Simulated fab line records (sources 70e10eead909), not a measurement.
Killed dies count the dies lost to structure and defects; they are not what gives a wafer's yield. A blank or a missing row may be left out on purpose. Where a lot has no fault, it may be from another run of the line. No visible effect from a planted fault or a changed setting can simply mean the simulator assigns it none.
Chamber matching ; flow nandHarc ; NHARC_P_M2_DESCUM_14 on rieDiel-04 has 4 sister chambers
The step chemistry O2, time 3 s. 4 wafers are shown with their chamber, then 12 later ones without.

WAFERS, EACH WITH ITS CHAMBER
wafer;chamber;showerheadPlenumPTorr (Torr)
L091.1;3;2.04
L093.1;1;1.91
L093.2;2;1.90
L093.6;0;1.79

WAFERS WHOSE CHAMBER IS MISSING
wafer;showerheadPlenumPTorr (Torr)
L094.1;1.79
L094.5;1.91
L094.6;1.79
L095.1;1.90
L095.4;1.91
L095.5;1.90
L096.2;1.91
L096.4;2.04
L096.6;1.91
L097.1;2.04
L097.2;1.78
L097.4;1.90

THE CHAMBER EACH PASSED THROUGH
wafer;from the rows above;in truth
L094.1;0;0
L094.5;1;1
L094.6;0;0
L095.1;2;2
L095.4;1;1
L095.5;2;2
L096.2;1;1
L096.4;3;3
L096.6;1;1
L097.1;3;3
L097.2;0;0
L097.4;2;2
12 of 12 placed correctly. Can't be placed from these rows: 0. Wrongly placed: 0.
How it was worked out, from the rows above alone: a wafer's distance from a chamber is the root of the sum, over the readings, of the square of ((its reading less the chamber's mean) divided by the reading's scatter). If the next closest chamber is less than 2 further off than the closest, the wafer can't be placed; otherwise it belongs to the closest. The mean given for a chamber averages the wafers shown for that chamber. The scatter (one wafer shown for each chamber): square how far every hidden wafer sits from the nearest shown wafer, average those squares and take the square root.
